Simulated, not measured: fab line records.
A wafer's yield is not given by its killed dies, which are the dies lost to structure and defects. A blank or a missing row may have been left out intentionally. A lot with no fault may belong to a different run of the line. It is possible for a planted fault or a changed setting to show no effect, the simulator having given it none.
Chamber matching || flow nand-harc || NHARC_P_STI_DESCUM_14 on rie-diel-09 has 4 sister chambers
The step chemistry O2, time 3 s. 8 wafers are shown with their chamber, then 10 later ones without.

== EACH WAFER AND ITS CHAMBER ==
{"wafer": "L075.4", "chamber": 1, "drypump-motor-current-A (A)": 6.5, "chamber-pressure-mTorr (mTorr)": 59.89}
{"wafer": "L086.3", "chamber": 1, "drypump-motor-current-A (A)": 6.6, "chamber-pressure-mTorr (mTorr)": 59.89}
{"wafer": "L086.4", "chamber": 0, "drypump-motor-current-A (A)": 5.3, "chamber-pressure-mTorr (mTorr)": 59.99}
{"wafer": "L088.1", "chamber": 3, "drypump-motor-current-A (A)": 5.5, "chamber-pressure-mTorr (mTorr)": 59.94}
{"wafer": "L088.2", "chamber": 0, "drypump-motor-current-A (A)": 5.3, "chamber-pressure-mTorr (mTorr)": 59.99}
{"wafer": "L088.6", "chamber": 2, "drypump-motor-current-A (A)": 6.2, "chamber-pressure-mTorr (mTorr)": 59.97}
{"wafer": "L091.3", "chamber": 3, "drypump-motor-current-A (A)": 5.5, "chamber-pressure-mTorr (mTorr)": 59.91}
{"wafer": "L091.4", "chamber": 2, "drypump-motor-current-A (A)": 6.2, "chamber-pressure-mTorr (mTorr)": 60.05}

== WAFERS WHOSE CHAMBER IS MISSING ==
{"wafer": "L091.5", "drypump-motor-current-A (A)": 6.5, "chamber-pressure-mTorr (mTorr)": 59.99}
{"wafer": "L093.4", "drypump-motor-current-A (A)": 5.3, "chamber-pressure-mTorr (mTorr)": 59.93}
{"wafer": "L093.5", "drypump-motor-current-A (A)": 6.6, "chamber-pressure-mTorr (mTorr)": 60.11}
{"wafer": "L093.6", "drypump-motor-current-A (A)": 6.2, "chamber-pressure-mTorr (mTorr)": 60.00}
{"wafer": "L092.2", "drypump-motor-current-A (A)": 6.2, "chamber-pressure-mTorr (mTorr)": 59.99}
{"wafer": "L092.3", "drypump-motor-current-A (A)": 5.3, "chamber-pressure-mTorr (mTorr)": 60.04}
{"wafer": "L092.5", "drypump-motor-current-A (A)": 6.2, "chamber-pressure-mTorr (mTorr)": 59.99}
{"wafer": "L095.1", "drypump-motor-current-A (A)": 6.2, "chamber-pressure-mTorr (mTorr)": 60.01}
{"wafer": "L095.2", "drypump-motor-current-A (A)": 6.6, "chamber-pressure-mTorr (mTorr)": 60.08}
{"wafer": "L095.4", "drypump-motor-current-A (A)": 5.3, "chamber-pressure-mTorr (mTorr)": 59.98}

== THE CHAMBER EACH PASSED THROUGH ==
{"wafer": "L091.5", "from the rows above": 1, "in truth": 1}
{"wafer": "L093.4", "from the rows above": 0, "in truth": 0}
{"wafer": "L093.5", "from the rows above": 1, "in truth": 1}
{"wafer": "L093.6", "from the rows above": 2, "in truth": 2}
{"wafer": "L092.2", "from the rows above": 2, "in truth": 2}
{"wafer": "L092.3", "from the rows above": 0, "in truth": 0}
{"wafer": "L092.5", "from the rows above": 2, "in truth": 2}
{"wafer": "L095.1", "from the rows above": 2, "in truth": 2}
{"wafer": "L095.2", "from the rows above": 1, "in truth": 1}
{"wafer": "L095.4", "from the rows above": 0, "in truth": 0}
Correct placement for 10 of the 10. From these rows, 0 cannot be placed. Placed wrongly: 0.
How it was worked out, from the rows above alone: a wafer's distance from a chamber is the root of the sum, over the readings, of the square of ((its reading less the chamber's mean) divided by the reading's scatter). If the next closest chamber is less than 2 further off than the closest, the wafer can't be placed; otherwise it belongs to the closest. The mean given for a chamber averages the wafers shown for that chamber. The scatter: take each reading less its chamber's mean, square it, sum over the shown wafers, divide by the number of wafers less the number of chambers, and take the root.
